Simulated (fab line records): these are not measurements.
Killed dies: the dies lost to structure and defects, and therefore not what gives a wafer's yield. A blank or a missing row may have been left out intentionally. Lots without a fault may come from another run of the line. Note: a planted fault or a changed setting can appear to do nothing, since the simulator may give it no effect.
fab line records	flow n5-finfet
[record] lots = 10	wafers = 30	last-day = 18
route steps=1938 shown BEOL_M4@1100 BEOL_M5@1113 PASSIVATION@1936
lots untouched by any fault: they come from a run of this same line in which no faults occurred
start-h: the number of hours between the record's first day and the start of the first shown wafer of the lot	wait-h: time in hours since the lot's previous step	" identical to the entry in the row above	L1.1+2: one row covering several wafers at once	- value missing, or start not given	* or withheld: withheld	< > ~ a bound
route shown NAME@n: NAME is a module with steps in the file, n the number in the route of the first one	usual: mean/standard deviation taken from wafers without a fault	same: alike in all rows	chamber/n: place in a boat	sites: readings site by site	_std_site: standard deviation across them	_edge_site: mean of outer sites minus mean of inner sites	radius-mm: how far each site lies from the wafer's centre	mask NAME#n: copy n	behind: the tool/chamber that last shaped the wafer	hold: cause of the lot's hold/its duration in hours/its outcome	device: the transistor (n, p or np) that didn't switch	end of line: the same wafers' tests at the end of the route	a step without rows: its recipe alone	killed: count of dies lost to structure and defects at first sort (not the wafer's yield)	map: shows each die of a wafer: x if killed, . if not, _ if none is there
set.NAME: the setting that was run; set.NAME@STEP: the one run at that earlier step	model.NAME: the simulator's own value behind a step, which no gauge read
steps of the route over a sample of lots; a table a step, a row a wafer
services: from which hour (start-h, from the record's first day; less than 0 if before it) a tool's chamber was out of use, for how many hours, and why
[[steps]]
[step N5_BEOL_M4_SPUTTER_96]
[recipe] material = Cu	target-thk-a = 45	temp-c = -20	chamber-pressure-pa = 0.07	power-w = withheld	time-s = 8.29
[usual] throttle-valve-pct = 30.3/1.1
[same] time-s = 8.29
lot.wafer	tool	chamber	start-h	wait-h	throttle-valve-pct
L331.3	pvd-sputter-01	-	195.85	0.1	30.7
L331.5	"	-	"	"	30.7
L331.6	"	-	"	"	30.2
L332.2	pvd-sputter-03	-	199.28	0.1	31.9
L332.5	"	-	"	"	32.2
L332.6	"	-	"	"	29.1
L334.1	pvd-sputter-01	-	212.35	0.1	30.9
L334.4	"	-	"	"	32.0
L334.6	"	-	"	"	30.8
L333.2	pvd-sputter-02	-	216.54	0.1	28.3
L333.3	"	-	"	"	29.6
L333.6	"	-	"	"	29.5
L336.2	pvd-sputter-01	-	223.08	0.1	31.6
L336.5	"	-	"	"	30.6
L336.6	"	-	"	"	30.1
L338.2	pvd-sputter-02	-	236.80	0.1	29.5
L338.3	"	-	"	"	29.1
L338.5	"	-	"	"	29.3
L339.1	pvd-sputter-03	-	245.88	0.1	29.4
L339.5	"	-	"	"	32.1
L339.6	"	-	"	"	30.2
L341.1	pvd-sputter-03	-	277.56	0.1	30.2
L341.3	"	-	"	"	29.3
L341.5	"	-	"	"	29.9
L348.2	pvd-sputter-01	-	293.72	0.1	29.8
L348.3	"	-	"	"	30.8
L348.4	"	-	"	"	30.6
L349.2	pvd-sputter-03	-	321.73	0.1	32.2
L349.3	"	-	"	"	29.4
L349.6	"	-	"	"	29.2
[step N5_BEOL_M4_PRE_CLEAN_60]
[recipe] gas = NH3/H2	time-s = 15	temp-c = *	rf-power-w = 300
[usual] heater-power-w = 84/14
[same] time-s = 15
lot.wafer	tool	chamber	start-h	wait-h	heater-power-w
L331.3	cvd-co-01	1	197.16	0.4	110
L331.5	"	2	"	"	74
L331.6	"	0	"	"	66
L332.2	cvd-co-01	2	200.10	0.0	75
L332.5	"	1	"	"	109
L332.6	"	0	"	"	68
L334.1	cvd-co-02	2	213.17	0.0	89
L334.4	"	0	"	"	88
L334.6	"	2	"	"	86
L333.2	cvd-co-02	0	217.37	0.0	92
L333.3	"	1	"	"	72
L333.6	"	0	"	"	90
L336.2	cvd-co-02	1	224.26	0.0	71
L336.5	"	2	"	"	91
L336.6	"	1	"	"	74
L338.2	cvd-co-01	1	237.62	0.0	111
L338.3	"	0	"	"	69
L338.5	"	1	"	"	108
L339.1	cvd-co-01	2	246.70	0.0	74
L339.5	"	1	"	"	111
L339.6	"	0	"	"	68
L341.1	cvd-co-01	2	278.41	0.1	77
L341.3	"	1	"	"	110
L341.5	"	0	"	"	69
L348.2	cvd-co-02	0	294.55	0.0	87
L348.3	"	1	"	"	74
L348.4	"	0	"	"	89
L349.2	cvd-co-02	1	322.55	0.0	73
L349.3	"	0	"	"	92
L349.6	"	0	"	"	90
[step N5_BEOL_M5_CURE_79]
[recipe] temp-c = 385	time-s = 240	ambient = He/Ar	material = SiCOH_lowk
[usual] lamp-power-pct = 52.31/0.052	wafer_temp_C_max = 386.8/0.6
[same] time-s = 240
lot.wafer	tool	chamber	start-h	wait-h	lamp-power-pct	wafer_temp_C_max
L331.3	uv-cure-02	2	198.62	0.2	52.32	386.2
L331.5	"	2	"	"	52.36	387.7
L331.6	"	2	"	"	52.36	387.1
L332.2	uv-cure-01	0	201.48	0.1	52.30	387.7
L332.5	"	0	"	"	52.32	387.2
L332.6	"	0	"	"	52.37	387.0
L334.1	uv-cure-02	0	214.48	0.0	52.39	387.1
L334.4	"	0	"	"	52.24	387.2
L334.6	"	0	"	"	52.26	388.1
L333.2	uv-cure-02	2	218.80	0.1	52.23	387.1
L333.3	"	2	"	"	52.39	386.9
L333.6	"	2	"	"	52.28	386.5
L336.2	uv-cure-02	0	225.66	0.1	52.35	387.1
L336.5	"	0	"	"	52.26	386.5
L336.6	"	0	"	"	52.24	387.0
L338.2	uv-cure-02	2	239.14	0.3	52.30	386.9
L338.3	"	2	"	"	52.33	387.8
L338.5	"	2	"	"	52.25	387.1
L339.1	uv-cure-02	2	248.21	0.2	52.22	386.6
L339.5	"	2	"	"	52.26	386.8
L339.6	"	2	"	"	52.36	386.5
L341.1	uv-cure-02	1	279.74	0.0	52.27	388.2
L341.3	"	1	"	"	52.34	387.7
L341.5	"	1	"	"	52.40	387.9
L348.2	uv-cure-02	0	295.94	0.1	52.30	388.1
L348.3	"	0	"	"	52.28	388.5
L348.4	"	0	"	"	52.35	387.7
L349.2	uv-cure-01	2	323.98	0.1	52.33	387.0
L349.3	"	2	"	"	52.30	386.6
L349.6	"	2	"	"	52.27	386.1
[step N5_BEOL_M5_PECVD_70]
[recipe] material = SiO2	target-thk-a = 160	temp-c = 400	precursor = TEOS/O2	pressure-torr = 5.5	rf-w = 450	teos-flow-sccm = 53.8	gas = O2	flow-sccm = 3000	time-s = 18
[usual] heater-power-w = 732/68	showerhead-plenum-p-Torr = 8.81/0.059	throttle-valve-pct = 22.1/1.6
[same] time-s = 18
lot.wafer	tool	chamber	start-h	wait-h	heater-power-w	showerhead-plenum-p-Torr	throttle-valve-pct
L331.3	pecvd-03	1	199.01	0.0	671	8.90	23.9
L331.5	"	1	"	"	662	8.89	23.8
L331.6	"	0	"	"	662	8.83	21.9
L332.2	pecvd-03	0	201.95	0.0	700	8.83	21.8
L332.5	"	0	"	"	661	8.83	21.8
L332.6	"	1	"	"	636	8.90	23.8
L334.1	pecvd-03	2	215.03	0.0	819	8.78	21.6
L334.4	"	2	"	"	806	8.78	21.1
L334.6	"	2	"	"	789	8.76	21.8
L333.2	pecvd-03	2	219.27	0.0	841	8.76	21.6
L333.3	"	2	"	"	834	8.76	21.5
L333.6	"	1	"	"	623	8.92	24.1
L336.2	pecvd-01	0	226.13	0.0	791	8.90	24.0
L336.5	"	0	"	"	789	8.88	23.7
L336.6	"	1	"	"	782	8.73	21.1
L338.2	pecvd-02	2	239.63	0.0	783	8.85	22.9
L338.3	"	0	"	"	799	8.71	24.6
L338.5	"	1	"	"	697	8.88	22.7
L338.2	pecvd-02	2	239.86	0.2	760	8.84	23.0
L338.3	"	0	"	"	796	8.72	24.7
L338.5	"	1	"	"	709	8.84	22.5
L339.1	pecvd-02	0	248.76	0.0	741	8.73	24.6
L339.5	"	1	"	"	759	8.88	22.6
L339.6	"	0	"	"	753	8.71	24.5
L341.1	pecvd-02	2	280.29	0.0	737	8.86	22.9
L341.3	"	1	"	"	724	8.85	22.2
L341.5	"	0	"	"	771	8.74	24.6
L348.2	pecvd-01	1	296.41	0.0	827	8.74	21.1
L348.3	"	1	"	"	838	8.73	21.3
L348.4	"	2	"	"	653	8.82	19.4
L348.2	pecvd-01	1	296.66	0.2	816	8.75	20.9
L348.3	"	1	"	"	795	8.76	21.4
L348.4	"	2	"	"	662	8.78	19.4
L349.2	pecvd-03	0	324.45	0.0	755	8.82	21.6
L349.3	"	2	"	"	737	8.76	21.8
L349.6	"	2	"	"	734	8.77	21.7
[step N5_BEOL_M5_CMP_52]
[recipe] stop-on = SiCOH_lowk	t-overpolish-s = 6.9	down-force-psi = 1	platen-rpm = 50	clearing-platen-down-force-psi = 1.5	clearing-platen-rpm = 50	post-cmp-clean = cu-alkaline	target-thk-nm = 62	clearing-platen-pad-velocity-m-s = 0.99484	pad-velocity-m-s = 0.99484
[usual] barrier-field-endpoint-s = 24.9/0.71	clearing-platen-rpm = 49.999/0.024	motor-current-A = 6.0/0.47	overpolish-run-s = 6.900/0.0097	slurry-filter-dp-kPa = 13.49/0.13	time-to-endpoint-s = 63/3.8
[same] t-overpolish-s = 6.9
lot.wafer	tool	chamber	start-h	wait-h	barrier-field-endpoint-s	clearing-platen-rpm	motor-current-A	overpolish-run-s	slurry-filter-dp-kPa	time-to-endpoint-s
L331.3	cmp-02	0	208.54	0.2	25.4	49.959	5.7	6.893	13.67	64
L331.6	"	0	"	"	25.3	49.979	5.6	6.898	13.63	64
L331.5	"	1	"	"	25.8	49.977	5.8	6.899	13.48	65
L332.2	cmp-01	3	214.55	1.2	25.5	50.008	6.1	6.893	13.60	67
L332.5	"	3	"	"	26.1	49.973	6.5	6.895	13.42	65
L332.6	"	0	"	"	25.1	50.022	5.7	6.896	13.22	61
L334.1	cmp-01	0	227.75	0.3	24.2	49.958	6.3	6.896	13.65	63
L334.4	"	2	"	"	24.2	49.965	5.9	6.900	13.48	60
L334.6	"	0	"	"	25.0	49.978	6.3	6.909	13.76	65
L333.2	cmp-02	0	229.17	0.2	24.4	49.997	5.5	6.900	13.52	62
L333.3	"	2	"	"	24.7	49.972	6.0	6.900	13.69	57
L333.6	"	1	"	"	24.1	50.000	6.3	6.924	13.64	60
L336.2	cmp-01	0	239.47	0.3	24.0	49.972	6.4	6.912	13.52	61
L336.6	"	3	"	"	25.6	49.978	6.7	6.906	13.57	70
L336.5	"	0	"	"	24.8	49.939	5.9	6.926	13.48	60
L338.3	cmp-03	2	250.88	0.2	41.3	49.979	6.8	0.050	13.52	61
L338.2	"	3	"	"	41.3	50.020	6.3	0.043	13.39	61
L338.5	"	3	"	"	41.3	49.966	6.0	0.044	13.42	64
L339.1	cmp-01	1	257.96	0.4	24.8	49.978	5.3	6.924	13.58	64
L339.5	"	2	"	"	24.7	49.969	6.1	6.908	13.69	59
L339.6	"	3	"	"	25.9	50.011	6.4	6.907	13.25	69
L341.3	cmp-01	3	294.56	0.2	25.9	49.957	6.8	6.907	13.55	71
L341.1	"	0	"	"	25.1	50.000	6.4	6.906	13.53	61
L341.5	"	1	"	"	24.8	50.002	5.5	6.896	13.40	61
L348.3	cmp-02	0	307.35	0.2	41.4	50.009	5.7	0.040	13.59	59
L348.4	"	1	"	"	41.4	49.989	5.9	0.038	13.56	60
L348.2	"	2	"	"	41.4	50.043	6.2	0.035	13.25	57
L349.3	cmp-01	1	336.49	0.3	24.7	50.047	5.2	6.891	13.53	68
L349.2	"	0	"	"	24.5	50.033	6.3	6.915	13.42	67
L349.6	"	2	"	"	24.3	50.002	6.0	6.903	13.59	62
[step N5_PASSIVATION_PROBE_49]
[usual] defect-limited-yield = 91.4/1.3	killed_at_M0_to_M3 = 34/10	killed_at_M4_up = 14/5.6	killed-at-contacts = 13/5.9	killed-at-front-end = 37/9.9	killed-at-other = 3.5/2.8	killed-dies = 101/15	killed-on-rim = 13/3.9	killed-open = 67/12	killed-short = 32/6.6	sort_bin_5_function = 5.0/0.81	sort_bin_6_memory = 3.2/0.66	sort-n-pass = 1079/15	sort-yield-pct = 91.4/1.3
[same] gross-dies = 1180	killed-at-back-side = 0	sort_bin_4_leakage[%] = 0	sort_bin_8_speed[%] = 0
lot.wafer	tool	chamber	start-h	wait-h	defect-limited-yield[%]	killed_at_M0_to_M3	killed_at_M4_up	killed-at-contacts	killed-at-front-end	killed-at-other	killed-dies	killed-on-rim	killed-open	killed-short	sort_bin_5_function[%]	sort_bin_6_memory[%]	sort-n-pass	sort-yield-pct[%]
L331.3	prober-02	-	308.74	0.1	91.7	29	11	19	35	4	98	13	65	32	5.1	2.8	1082	91.7
L331.5	prober-02	-	308.84	0.2	91.9	38	14	11	31	2	96	10	68	28	4.8	3.1	1084	91.9
L331.6	prober-02	-	308.89	0.3	90.8	42	15	11	41	0	109	11	81	28	6.4	2.5	1071	90.8
L332.2	prober-01	-	311.72	0.1	92.3	39	25	7	18	2	91	15	66	25	5.3	2.3	1089	92.3
L332.5	prober-01	-	311.87	0.2	92.0	35	21	10	28	0	94	10	70	24	5.1	2.9	1086	92.0
L332.6	prober-01	-	311.92	0.3	92.0	35	20	10	27	2	94	15	63	28	4.4	3.1	1086	92.0
L334.1	prober-01	-	316.64	0.0	90.6	29	14	12	51	5	111	22	72	36	5.9	3.1	1069	90.6
L334.4	prober-01	-	316.79	0.2	88.6	34	23	22	50	5	134	24	86	47	6.7	4.0	1046	88.6
L334.6	prober-01	-	316.89	0.3	90.9	40	11	9	41	6	107	14	71	35	5.2	3.2	1073	90.9
L338.2	prober-01	-	342.33	0.1	92.4	20	13	21	34	2	90	6	60	29	4.5	2.9	1090	92.4
L338.3	prober-01	-	342.38	0.1	92.6	17	10	16	36	8	87	13	52	30	3.6	2.7	1093	92.6
L338.5	prober-01	-	342.48	0.2	92.3	20	11	18	39	3	91	13	58	30	5.1	2.2	1089	92.3
L341.5	prober-02	-	396.76	0.2	88.6	51	18	10	42	13	134	19	94	40	6.3	4.7	1046	88.6
L348.2	prober-01	-	397.32	0.1	90.0	52	27	4	29	6	118	10	86	31	5.5	4.4	1062	90.0
L348.3	prober-01	-	397.37	0.1	92.5	32	13	13	28	3	89	14	50	39	4.6	2.5	1091	92.5
L348.4	prober-01	-	397.42	0.2	91.1	50	13	6	33	3	105	10	76	29	5.4	3.3	1075	91.1
// killed by level:class
L331.3 MOL_CONTACT_COAG:geometric-particle:open=16 FIN_SAQP:geometric-particle:open=10 FIN_SAQP:geometric-particle:short=6 BEOL_M0_SAQP:geometric-particle:open=6 GATE_CUT:geometric-particle:short=5 BEOL_M0_SAQP:geometric-particle:short=5 STI_FIN_REVEAL:geometric-particle:open=4 BEOL_M4:geometric-particle:open=4
L331.5 BEOL_M3:geometric-particle:open=14 MOL_CONTACT_COAG:geometric-particle:open=10 STI_FIN_REVEAL:geometric-particle:open=8 BEOL_M4:geometric-particle:open=8 FIN_SAQP:geometric-particle:open=6 BEOL_M2:geometric-particle:open=6 BEOL_M0_SAQP:geometric-particle:short=4 BEOL_M3:geometric-particle:short=4
L331.6 FIN_SAQP:geometric-particle:open=13 STI_FIN_REVEAL:geometric-particle:open=12 BEOL_M2:geometric-particle:open=12 BEOL_M3:geometric-particle:open=8 MOL_CONTACT_COAG:geometric-particle:open=7 BEOL_M4:geometric-particle:open=6 BEOL_M1:geometric-particle:open=5 BEOL_M3:geometric-particle:short=5
L332.2 BEOL_M0_SAQP:geometric-particle:open=11 BEOL_M4:geometric-particle:open=11 BEOL_M2:geometric-particle:open=9 BEOL_M3:geometric-particle:open=8 BEOL_M5:geometric-particle:open=5 MOL_CONTACT_COAG:geometric-particle:open=5 BEOL_M0_SAQP:geometric-particle:short=4 FIN_SAQP:geometric-particle:open=3
L332.5 BEOL_M3:geometric-particle:open=11 BEOL_M4:geometric-particle:open=11 BEOL_M0_SAQP:geometric-particle:short=9 MOL_CONTACT_COAG:geometric-particle:open=8 BEOL_M2:geometric-particle:open=8 STI_FIN_REVEAL:geometric-particle:open=5 ILD0:geometric-particle:open=4 GATE_CUT:geometric-particle:open=4
L332.6 BEOL_M3:geometric-particle:open=10 MOL_CONTACT_COAG:geometric-particle:open=9 BEOL_M0_SAQP:geometric-particle:open=9 BEOL_M4:geometric-particle:open=9 FIN_SAQP:geometric-particle:open=7 BEOL_M0_SAQP:geometric-particle:short=5 FIN_SAQP:geometric-particle:short=4 BEOL_M2:geometric-particle:open=4
L334.1 STI_FIN_REVEAL:geometric-particle:open=14 MOL_CONTACT_COAG:geometric-particle:open=11 FIN_SAQP:geometric-particle:short=8 BEOL_M1:geometric-particle:open=8 BEOL_M4:geometric-particle:open=7 STI_FIN_REVEAL:geometric-particle:short=6 FIN_SAQP:geometric-particle:open=5 GATE_CUT:geometric-particle:short=4
L334.4 FIN_SAQP:geometric-particle:short=19 MOL_CONTACT_COAG:geometric-particle:open=17 FIN_SAQP:geometric-particle:open=12 BEOL_M1:geometric-particle:open=11 BEOL_M4:geometric-particle:open=10 BEOL_M0_SAQP:geometric-particle:open=10 STI_FIN_REVEAL:geometric-particle:open=5 MOL_CONTACT_COAG:geometric-particle:short=5
L334.6 DUMMY_GATE:geometric-particle:open=10 MOL_CONTACT_COAG:geometric-particle:open=9 BEOL_M1:geometric-particle:open=8 STI_FIN_REVEAL:geometric-particle:open=7 BEOL_M0:geometric-particle:open=7 GATE_CUT:geometric-particle:short=5 BEOL_M4:geometric-particle:open=5 BEOL_M0:geometric-particle:short=5
L338.2 MOL_CONTACT_COAG:geometric-particle:open=15 FIN_SAQP:geometric-particle:open=6 MOL_CONTACT_COAG:geometric-particle:short=6 BEOL_M4:geometric-particle:open=6 FIN_SAQP:geometric-particle:short=5 BEOL_M0_SAQP:geometric-particle:open=5 DUMMY_GATE:geometric-particle:open=4 BEOL_M0_SAQP:geometric-particle:short=4
L338.3 MOL_CONTACT_COAG:geometric-particle:open=14 FIN_SAQP:geometric-particle:short=8 FIN_SAQP:geometric-particle:open=7 BEOL_M4:geometric-particle:open=6 STI_FIN_REVEAL:geometric-particle:open=5 HKMG_FIN:area-etch=5 BEOL_M0_SAQP:geometric-particle:short=4 BEOL_M2:geometric-particle:open=4
L338.5 MOL_CONTACT_COAG:geometric-particle:open=15 FIN_SAQP:geometric-particle:open=9 FIN_SAQP:geometric-particle:short=7 BEOL_M0:geometric-particle:open=6 BEOL_M0_SAQP:geometric-particle:open=6 DUMMY_GATE:geometric-particle:open=5 GATE_CUT:geometric-particle:open=4 STARTING-WAFER:geometric-particle:short=4
L341.5 STI_FIN_REVEAL:geometric-particle:open=15 BEOL_M0_SAQP:geometric-particle:open=11 BEOL_M0_SAQP:geometric-particle:short=10 BEOL_M1:geometric-particle:open=9 MOL_CONTACT_COAG:geometric-particle:open=9 BEOL_M4:geometric-particle:open=9 BEOL_M2:geometric-particle:open=8 FIN_SAQP:geometric-particle:short=6
L348.2 BEOL_M0_SAQP:geometric-particle:open=14 BEOL_M4:geometric-particle:open=13 BEOL_M0_SAQP:geometric-particle:short=10 BEOL_M0:geometric-particle:open=9 BEOL_M3:geometric-particle:open=9 FIN_SAQP:geometric-particle:open=5 STI_FIN_REVEAL:geometric-particle:open=5 GATE_CUT:geometric-particle:short=4
L348.3 GATE_CUT:geometric-particle:short=9 BEOL_M0_SAQP:geometric-particle:short=8 BEOL_M4:geometric-particle:open=8 MOL_CONTACT_COAG:geometric-particle:open=7 MOL_CONTACT_COAG:geometric-particle:short=6 BEOL_M2:geometric-particle:open=5 BEOL_M0_SAQP:geometric-particle:open=4 BEOL_M1:geometric-particle:short=4
L348.4 BEOL_M3:geometric-particle:open=11 BEOL_M0_SAQP:geometric-particle:open=10 BEOL_M0_SAQP:geometric-particle:short=8 BEOL_M4:geometric-particle:open=8 BEOL_M2:geometric-particle:open=8 FIN_SAQP:geometric-particle:open=7 STI_FIN_REVEAL:geometric-particle:open=5 GATE_CUT:geometric-particle:short=5
[[services]]
tool	chamber	start-h	hours	kind
cmp-03	-	172.74	4.8	pm
uv-cure-02	-	181.18	1.8	repair
uv-cure-01	-	182.23	10.5	repair
cmp-03	-	183.59	6.1	repair
cvd-co-02	2	189.78	8.0	repair
pecvd-02	-	193.63	1.1	repair
pecvd-03	-	200.41	0.4	repair
pvd-sputter-02	-	207.32	1.6	repair
cmp-03	-	208.71	0.5	repair
cvd-co-01	-	208.98	14.6	pm
cmp-01	-	209.41	4.0	pm
cmp-01	-	213.41	-	consumable-replace:conditioner
pecvd-03	0	214.70	6.0	repair
pecvd-02	2	227.03	2.5	repair
cmp-02	-	231.37	0.9	repair
uv-cure-01	-	267.92	2.1	pm
pecvd-01	0	272.18	70.1	repair
cmp-01	-	291.99	1.7	repair
uv-cure-01	-	307.00	3.4	pm
pecvd-03	-	309.27	0.5	repair
cmp-03	-	311.97	4.0	pm
cvd-co-01	-	319.27	6.9	pm
cmp-03	-	324.02	4.8	pm
pecvd-02	-	326.81	1.8	repair
[[key]]
[first-sign] step = N5_BEOL_M5_PECVD_70	reading = visit	direction = added
[effect] step = N5_BEOL_M5_CMP_52	reading = overpolish-run-s	direction = down	sigmas = 99+	usual = 6.900	struck = 0.042
met-at N5_BEOL_M5_PECVD_70
struck-lots L338,L348
not-acting-at N5_BEOL_M4_SPUTTER_96,N5_BEOL_M4_PRE_CLEAN_60,N5_BEOL_M5_CURE_79
[fault] kind = repeated-step-whole	tool = pecvd-01,pecvd-02,pecvd-03	chamber = -	onset-h = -	steps = N5_BEOL_M5_PECVD_70	times = 1	scope = struck-lots-only
